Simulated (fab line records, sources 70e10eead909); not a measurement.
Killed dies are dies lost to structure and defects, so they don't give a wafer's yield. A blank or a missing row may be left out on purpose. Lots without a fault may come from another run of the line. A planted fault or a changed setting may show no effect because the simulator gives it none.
Chamber matching | flow nand_harc | NHARC_A_CONTACT_CMP_20 on cmp-04: 4 sister chambers
The step polishes, t overpolish 30 s, target thk 300 nm. 8 wafers are shown with their chamber, then 10 later ones without.

WAFERS WITH THEIR CHAMBER
wafer  | chamber | motor_current_A (A) | time_to_endpoint_s (s)
L080.5 | 1       | 11.3                | 59.0
L081.3 | 3       | 10.4                | 62.0
L081.4 | 2       | 13.0                | 59.8
L082.1 | 0       | 13.4                | 57.1
L082.2 | 3       | 10.0                | 54.0
L082.4 | 1       | 11.4                | 58.0
L084.1 | 2       | 12.9                | 53.8
L084.2 | 0       | 13.1                | 55.0

WAFERS WITHOUT THEIR CHAMBER
wafer  | motor_current_A (A) | time_to_endpoint_s (s)
L084.6 | 13.3                | 58.4
L089.2 | 11.2                | 59.8
L089.5 | 11.2                | 61.1
L089.6 | 12.7                | 57.8
L092.1 | 13.3                | 59.9
L092.2 | 12.6                | 56.3
L092.4 | 10.6                | 61.5
L096.1 | 13.0                | 58.7
L096.3 | 11.8                | 59.4
L096.4 | 13.7                | 54.0

WHICH CHAMBER EACH WENT THROUGH
wafer  | from the rows above     | in truth
L084.6 | can't be placed: 0 or 2 | 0
L089.2 | 1                       | 1
L089.5 | 1                       | 1
L089.6 | can't be placed: 2 or 0 | 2
L092.1 | can't be placed: 0 or 2 | 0
L092.2 | can't be placed: 2 or 0 | 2
L092.4 | can't be placed: 3 or 1 | 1
L096.1 | can't be placed: 2 or 0 | 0
L096.3 | 1                       | 1
L096.4 | can't be placed: 0 or 2 | 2
Placed correctly: 3 of 10. Can't be placed from these rows: 7 (the true chamber is among the candidates in 7). Placed wrongly: 0.
How it was worked out, from the rows above alone: a wafer's distance from a chamber is the root of the sum, over the readings, of the square of ((its reading less the chamber's mean) divided by the reading's scatter). The wafer belongs to the nearest chamber; if the next one is less than 2 further off, it can't be placed. A chamber's mean is the mean of its shown wafers. The scatter: the root of (the sum of the squares of (reading less its chamber's mean) over the shown wafers, divided by (wafers less chambers)).
